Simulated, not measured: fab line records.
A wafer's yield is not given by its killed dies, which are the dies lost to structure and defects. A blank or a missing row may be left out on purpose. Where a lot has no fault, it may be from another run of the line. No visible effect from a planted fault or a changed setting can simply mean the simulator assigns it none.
Code-filled problem report in 8D (eight disciplines) form	flow n5_finfet	the parts of the form that need people (team, actions taken, sign-off) are left out

## 1. PROBLEM STATEMENT
N5_FIN_SAQP_THK_MEAS_05, thk_nm: mean 43.3 nm over 1 wafer from 1 lot; wafers with no fault: 37.9 nm, standard deviation 0.64. That puts it +8.4 standard deviations away from the usual mean.
The first sign was on wafer L711.5 at day 6 22:17, on film_metro-01. The record has a number at this step for 24 wafers belonging to 9 lots. Rule for "out" (also "out of limits"): further than 4 standard deviations from the usual mean. All remaining wafers that have a number are taken as sound.

## 2. WHAT IT IS, WHAT IT ISN'T
question	is	is not
which readings at this step	thk_nm	-
which lots	L711	L692, L693, L696, L697, L699, L700, L702, L713
which wafers of those lots	L711.5	L711.2, L711.3
read on which gauges	film_metro-01	film_metro-02
when	from day 6 22:17	up to then (20 sound wafers); but 3 sound wafers of L713 came after

## 3. THE SUSPECTS, EACH WITH WHAT RULES IT OUT
Counting: any tool at a process step up to the reading remains a suspect provided it ran every lot that is out. Sound lots after the first of them don't rule it out here, since some wafers of a struck lot are sound.
- the gauge at N5_FIN_SAQP_THK_MEAS_05: kept. All the wafers that are out were read on film_metro-01, and no step on other tools shows them out.
- epi_rpcvd-02 at N5_WELL_APT_EPI_41 (deposits Si from SiH4/H2, target thk 50 nm, time 297.7 s): kept. It ran the lot that is out, L711 (day 6 17:04); its last sound lot up to then is L702 (day 4 10:26).
- rie_diel-01 at N5_PMOS_HMC_CHANNEL_EPI_DESCUM_14 (chemistry O2, time 7.9 s): kept. It ran the lot that is out, L711 (day 6 18:53); its last sound lot up to then is L700 (day 3 23:20).
- rtp_anneal-02 at N5_FIN_SAQP_DENSIFY_62 (time 60 s): kept. It ran the lot that is out, L711 (day 6 22:01); its last sound lot up to then is L699 (day 3 20:22).
- pecvd-03 at N5_FIN_SAQP_HM_DEP_03 (deposits SiNx from SiH4/NH3/N2, target thk 38 nm, time 33.6 s): kept. It ran the lot that is out, L711 (day 6 22:12); its last sound lot up to then is L702 (day 4 17:53).
- At N5_FIN_SAQP_HM_DEP_03, inside pecvd-03: chamber 0 took the wafers that are out, while their sound lot-mates went through chambers 1, 2.
Left after counting: epi_rpcvd-02 at N5_WELL_APT_EPI_41, rie_diel-01 at N5_PMOS_HMC_CHANNEL_EPI_DESCUM_14, rtp_anneal-02 at N5_FIN_SAQP_DENSIFY_62, pecvd-03 at N5_FIN_SAQP_HM_DEP_03, film_metro-01 at N5_FIN_SAQP_THK_MEAS_05.

## 4. THE CAUSE (what the simulator had put in)
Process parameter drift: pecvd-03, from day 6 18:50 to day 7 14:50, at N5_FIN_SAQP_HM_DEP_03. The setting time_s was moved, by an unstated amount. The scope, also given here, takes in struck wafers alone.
This tool is one of the 5 suspects left after counting.

## 5. SEQUENCE OF EFFECTS, ordered by route
One row per reading whose mean, taken over the struck wafers that have a number, lies over 3 standard deviations from the usual. Only readings whose record carries a usual standard deviation are examined. hours: median over the lots of the time between each lot's start at the first step of this table that gives one and its start at this step. sigmas: the change, counted in usual standard deviations.
hours	step	reading	usual	on struck wafers	change	sigmas
0	N5_FIN_SAQP_THK_MEAS_05	thk_nm	37.9 nm	43.3	+5.4	+8.4
5	N5_FIN_SAQP_HM_OPEN_33	etch_rf_on_time_s	69.2 s	77.6	+8.4	+4.0
It contains these process steps:
- N5_FIN_SAQP_HM_OPEN_33: chemistry CH3F/O2, target SiNx, target depth 49.4 nm, time 70.6 s.
At these later measuring or inspecting steps, every struck wafer for which the step has a row has a number for every such reading, and none has moved that far: N5_BEOL_M4_RC_MEAS_101.

## 6. WHAT WOULD HAVE CAUGHT IT SOONER
Counted from the fault's start at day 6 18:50, it took 3 hours until the first out-of-limits reading at a measuring or inspecting step in this record, taken at day 6 22:17.
No tool reading at N5_FIN_SAQP_HM_DEP_03 that has a usual standard deviation in the record was out on any struck wafer, so an alarm limit of 4 standard deviations on those readings would not have fired.
By day 6 22:17 the whole set of lots that are out, 1 in number, had already begun N5_FIN_SAQP_HM_DEP_03 on pecvd-03. Had the tool been put on hold then, not one of them would have been saved.
